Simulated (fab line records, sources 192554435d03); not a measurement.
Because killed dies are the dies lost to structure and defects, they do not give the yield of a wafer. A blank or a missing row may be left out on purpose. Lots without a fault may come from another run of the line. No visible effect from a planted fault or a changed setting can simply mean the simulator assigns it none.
Matching of chambers + flow n5 finfet + N5_BEOL_M9_DEP_56 on pecvd-02: 3 sister chambers
The step deposits SiCN from 3MS/NH3, target thk 15 nm, time 26.5 s. 6 wafers are shown with their chamber, then 8 later ones without.

== WAFERS PAIRED WITH THEIR CHAMBERS ==
| wafer  | chamber | throttle valve pct (%) | showerhead plenum p Torr (Torr) |
|--------|---------|------------------------|---------------------------------|
| L083.4 | 2       | 8.8                    | 3.625                           |
| L083.5 | 1       | 9.0                    | 3.665                           |
| L085.3 | 0       | 9.8                    | 3.669                           |
| L085.4 | 1       | 8.9                    | 3.669                           |
| L085.5 | 0       | 9.5                    | 3.657                           |
| L086.3 | 2       | 8.5                    | 3.616                           |

== WAFERS WITHOUT THEIR CHAMBER ==
| wafer  | throttle valve pct (%) | showerhead plenum p Torr (Torr) |
|--------|------------------------|---------------------------------|
| L086.4 | 9.7                    | 3.665                           |
| L086.6 | 8.7                    | 3.629                           |
| L092.2 | 8.8                    | 3.631                           |
| L092.4 | 10.0                   | 3.664                           |
| L092.5 | 8.9                    | 3.670                           |
| L093.2 | 8.8                    | 3.631                           |
| L093.3 | 9.8                    | 3.663                           |
| L093.5 | 8.7                    | 3.623                           |

== THE CHAMBER EACH PASSED THROUGH ==
| wafer  | from the rows above | in truth |
|--------|---------------------|----------|
| L086.4 | 0                   | 0        |
| L086.6 | 2                   | 2        |
| L092.2 | 2                   | 2        |
| L092.4 | 0                   | 0        |
| L092.5 | 1                   | 1        |
| L093.2 | 2                   | 2        |
| L093.3 | 0                   | 0        |
| L093.5 | 2                   | 2        |
Correctly placed: 8 of 8. Number that these rows cannot place: 0. Number placed wrongly: 0.
How it was worked out, from the rows above alone: a wafer's distance from a chamber is the root of the sum, over the readings, of the square of ((its reading less the chamber's mean) divided by the reading's scatter). If the next closest chamber is less than 2 further off than the closest, the wafer can't be placed; otherwise it belongs to the closest. Each chamber's mean is taken over the wafers shown for it. How the scatter is found: for the shown wafers, subtract from each reading the mean of its chamber, square and add these, divide the total by (wafers less chambers), then take the root.
